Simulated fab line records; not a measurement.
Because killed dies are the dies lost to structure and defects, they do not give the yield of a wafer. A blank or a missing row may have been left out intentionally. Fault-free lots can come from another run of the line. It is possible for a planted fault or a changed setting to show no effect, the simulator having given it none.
Chamber matching :: flow n5 finfet :: N5_BEOL_M7_DEP_56 on pecvd-04: 3 sister chambers
The step deposits SiCN from 3MS/NH3, target thk 10 nm, time 17.5 s. 20 wafers are shown with their chamber, then 10 later ones without.

WAFERS PAIRED WITH THEIR CHAMBERS
wafer: L075.1
chamber: 0
throttle valve pct (%): 8.9
showerhead plenum p Torr (Torr): 3.691

wafer: L075.4
chamber: 1
throttle valve pct (%): 8.1
showerhead plenum p Torr (Torr): 3.661

wafer: L075.5
chamber: 1
throttle valve pct (%): 8.3
showerhead plenum p Torr (Torr): 3.663

wafer: L076.3
chamber: 1
throttle valve pct (%): 8.0
showerhead plenum p Torr (Torr): 3.668

wafer: L076.5
chamber: 0
throttle valve pct (%): 8.9
showerhead plenum p Torr (Torr): 3.679

wafer: L076.6
chamber: 1
throttle valve pct (%): 8.3
showerhead plenum p Torr (Torr): 3.678

wafer: L077.2
chamber: 1
throttle valve pct (%): 8.4
showerhead plenum p Torr (Torr): 3.672

wafer: L077.3
chamber: 0
throttle valve pct (%): 8.9
showerhead plenum p Torr (Torr): 3.684

wafer: L077.4
chamber: 1
throttle valve pct (%): 8.3
showerhead plenum p Torr (Torr): 3.676

wafer: L083.1
chamber: 1
throttle valve pct (%): 8.5
showerhead plenum p Torr (Torr): 3.666

wafer: L083.4
chamber: 2
throttle valve pct (%): 8.5
showerhead plenum p Torr (Torr): 3.665

wafer: L083.5
chamber: 1
throttle valve pct (%): 8.2
showerhead plenum p Torr (Torr): 3.662

wafer: L085.3
chamber: 1
throttle valve pct (%): 8.4
showerhead plenum p Torr (Torr): 3.674

wafer: L085.5
chamber: 1
throttle valve pct (%): 8.1
showerhead plenum p Torr (Torr): 3.670

wafer: L085.6
chamber: 0
throttle valve pct (%): 9.1
showerhead plenum p Torr (Torr): 3.681

wafer: L086.1
chamber: 1
throttle valve pct (%): 8.2
showerhead plenum p Torr (Torr): 3.671

wafer: L086.5
chamber: 0
throttle valve pct (%): 8.9
showerhead plenum p Torr (Torr): 3.677

wafer: L086.6
chamber: 2
throttle valve pct (%): 8.5
showerhead plenum p Torr (Torr): 3.674

wafer: L084.1
chamber: 1
throttle valve pct (%): 8.1
showerhead plenum p Torr (Torr): 3.673

wafer: L084.2
chamber: 0
throttle valve pct (%): 9.3
showerhead plenum p Torr (Torr): 3.690

SIGNATURES (means of the wafers above)
reading: throttle valve pct
chamber 0: 9.000
chamber 1: 8.242
chamber 2: 8.500
scatter within a chamber: 0.151

reading: showerhead plenum p Torr
chamber 0: 3.68367
chamber 1: 3.66950
chamber 2: 3.66950
scatter within a chamber: 0.00568
Rule: a wafer lies at a distance from a chamber equal to the root of the sum of squares, over the readings, of (its reading less the chamber's mean, divided by the reading's scatter). If the next closest chamber is less than 2 further off than the closest, the wafer can't be placed; otherwise it belongs to the closest. The scatter: take each reading less its chamber's mean, square it, sum over the shown wafers, divide by the number of wafers less the number of chambers, and take the root.

WAFERS WITHOUT THEIR CHAMBER
wafer: L084.6
throttle valve pct (%): 8.7
showerhead plenum p Torr (Torr): 3.683

wafer: L091.1
throttle valve pct (%): 9.2
showerhead plenum p Torr (Torr): 3.685

wafer: L091.2
throttle valve pct (%): 8.6
showerhead plenum p Torr (Torr): 3.666

wafer: L091.3
throttle valve pct (%): 8.2
showerhead plenum p Torr (Torr): 3.669

wafer: L093.1
throttle valve pct (%): 9.1
showerhead plenum p Torr (Torr): 3.687

wafer: L093.5
throttle valve pct (%): 8.7
showerhead plenum p Torr (Torr): 3.666

wafer: L093.6
throttle valve pct (%): 8.4
showerhead plenum p Torr (Torr): 3.667

wafer: L094.1
throttle valve pct (%): 8.9
showerhead plenum p Torr (Torr): 3.687

wafer: L094.3
throttle valve pct (%): 8.6
showerhead plenum p Torr (Torr): 3.671

wafer: L094.4
throttle valve pct (%): 8.4
showerhead plenum p Torr (Torr): 3.667

THE CHAMBER EACH PASSED THROUGH
wafer: L084.6
from the rows above: can't be placed: 0 or 2 or 1
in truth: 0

wafer: L091.1
from the rows above: 0
in truth: 0

wafer: L091.2
from the rows above: can't be placed: 2 or 1
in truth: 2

wafer: L091.3
from the rows above: can't be placed: 1 or 2
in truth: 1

wafer: L093.1
from the rows above: 0
in truth: 0

wafer: L093.5
from the rows above: can't be placed: 2 or 1
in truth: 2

wafer: L093.6
from the rows above: can't be placed: 2 or 1
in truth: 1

wafer: L094.1
from the rows above: 0
in truth: 0

wafer: L094.3
from the rows above: can't be placed: 2 or 1
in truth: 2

wafer: L094.4
from the rows above: can't be placed: 2 or 1
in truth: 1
Placed correctly: 3 of 10. Can't be placed from these rows: 7 (the true chamber is among the candidates in 7). Number placed wrongly: 0.
